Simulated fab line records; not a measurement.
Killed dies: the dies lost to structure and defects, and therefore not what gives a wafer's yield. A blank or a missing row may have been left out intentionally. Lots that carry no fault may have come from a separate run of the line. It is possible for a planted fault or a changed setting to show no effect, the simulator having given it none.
Split-lot experiment + flow n5_finfet + 7 lots, 21 wafers read, on a route of 1938 steps

== SPLIT DETAILS ==
At N5_BEOL_M13_SPUTTER_44 (material Ta, target thk 10 nm, time 16.13 s), the setting power_w was moved away from the recipe's 15000 W on 9 of the 21 wafers read, by -14.1% to +16.7%. The other wafers ran this setting at the recipe's value.

The split's own step is where the reading is taken.

== THE READING ==
Ta_of_BEOL_M13_SPUTTER_44.thk_nm (the simulator's own value, which no gauge read), in nm, at N5_BEOL_M13_SPUTTER_44 (material Ta, target thk 10 nm, time 16.13 s). There is no usual value for it anywhere in the file. Average 10.0 nm, standard deviation 0.15 nm, over the 12 wafers here run with the recipe.

| wafer  | tool, chamber at the split | power_w as run, W | against the recipe | Ta_of_BEOL_M13_SPUTTER_44.thk_nm, nm | against lot-mates on the recipe |
|--------|----------------------------|-------------------|--------------------|--------------------------------------|---------------------------------|
| L075.1 | pvd_sputter-02, -          | 15000             | recipe             | 10                                   | -                               |
| L075.4 | pvd_sputter-02, -          | 15000             | recipe             | 10                                   | -                               |
| L075.5 | pvd_sputter-02, -          | 15000             | recipe             | 10.2                                 | -                               |
| L077.4 | pvd_sputter-01, -          | 13610             | -9.3%              | 9                                    | -1.0                            |
| L077.5 | pvd_sputter-01, -          | 15000             | recipe             | 10                                   | -                               |
| L077.6 | pvd_sputter-01, -          | 15000             | recipe             | 10                                   | -                               |
| L079.1 | pvd_sputter-01, -          | 17510             | +16.7%             | 11.8                                 | +1.6                            |
| L079.4 | pvd_sputter-01, -          | 17510             | +16.7%             | 11.8                                 | +1.6                            |
| L079.6 | pvd_sputter-01, -          | 15000             | recipe             | 10.2                                 | -                               |
| L082.3 | pvd_sputter-03, -          | 15000             | recipe             | 10                                   | -                               |
| L082.4 | pvd_sputter-03, -          | 15000             | recipe             | 9.6                                  | -                               |
| L082.5 | pvd_sputter-03, -          | 13730             | -8.5%              | 9                                    | -0.8                            |
| L085.3 | pvd_sputter-02, -          | 12880             | -14.1%             | 8.4                                  | -1.6                            |
| L085.5 | pvd_sputter-02, -          | 15000             | recipe             | 10                                   | -                               |
| L085.6 | pvd_sputter-02, -          | 15000             | recipe             | 10                                   | -                               |
| L086.2 | pvd_sputter-02, -          | 14230             | -5.1%              | 9.4                                  | -0.6                            |
| L086.4 | pvd_sputter-02, -          | 14230             | -5.1%              | 9.4                                  | -0.6                            |
| L086.6 | pvd_sputter-02, -          | 15000             | recipe             | 10                                   | -                               |
| L092.3 | pvd_sputter-03, -          | 15000             | recipe             | 9.8                                  | -                               |
| L092.4 | pvd_sputter-03, -          | 15740             | +4.9%              | 10.2                                 | +0.4                            |
| L092.5 | pvd_sputter-03, -          | 15740             | +4.9%              | 10.4                                 | +0.6                            |

THE FIT
A straight line over all 21 wafers: Ta_of_BEOL_M13_SPUTTER_44.thk_nm changes by +0.108 nm for each +1% of power_w; r = +0.98; the points scatter about the line by 0.14 nm.
The same after taking each lot's own level away (the mean of its wafers on the recipe; 21 wafers): +0.101 nm for each +1%; r = +0.99; scatter 0.097 nm.
Per that fit: largest power_w move, reading shift of 1.7 nm.
Measured against the standard deviation above, the lots' own levels, which go from 9.80 to 10.20 nm, span 2.6 times it.
The two slopes are in agreement: the lot-to-lot level therefore moves the slope only a little.
Check: +1.71 nm against its lot-mates is what the line predicts for one of the wafers moved furthest among these (+16.7%) when that wafer is left out of the fit. Against them it came out at +1.6 nm.

== THESE WAFERS: OTHER SPLITS ==
Other splits were also applied to these wafers ahead of the reading. Each is held against what the fit with the lots' levels taken away leaves over:
| other split on the same wafers    | wafers away from the commonest value | r with Ta_of_BEOL_M13_SPUTTER_44.thk_nm (lot level and that fit taken away) |
|-----------------------------------|--------------------------------------|-----------------------------------------------------------------------------|
| N5_BEOL_M10_VIA_ETCH_34 time_s    | 10                                   | -0.15                                                                       |
| N5_BEOL_M10_TRENCH_ETCH_37 time_s | 5                                    | +0.06                                                                       |
| N5_BEOL_M11_TRENCH_ETCH_37 time_s | 8                                    | +0.01                                                                       |
| N5_BEOL_M11_ALD_74 ald_cycles     | 5                                    | +0.09                                                                       |
| N5_BEOL_M12_EXPOSE_07 dose_mj     | 7                                    | -0.09                                                                       |
| N5_BEOL_M12_PEB_08 peb_time_s     | 5                                    | +0.49                                                                       |
| N5_BEOL_M13_SPUTTER_43 power_w    | 8                                    | -0.13                                                                       |

== FILE'S OWN FIT ==
Ta_of_BEOL_M13_SPUTTER_44.thk_nm changes by +0.103 nm for each +1% of power_w, r = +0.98.
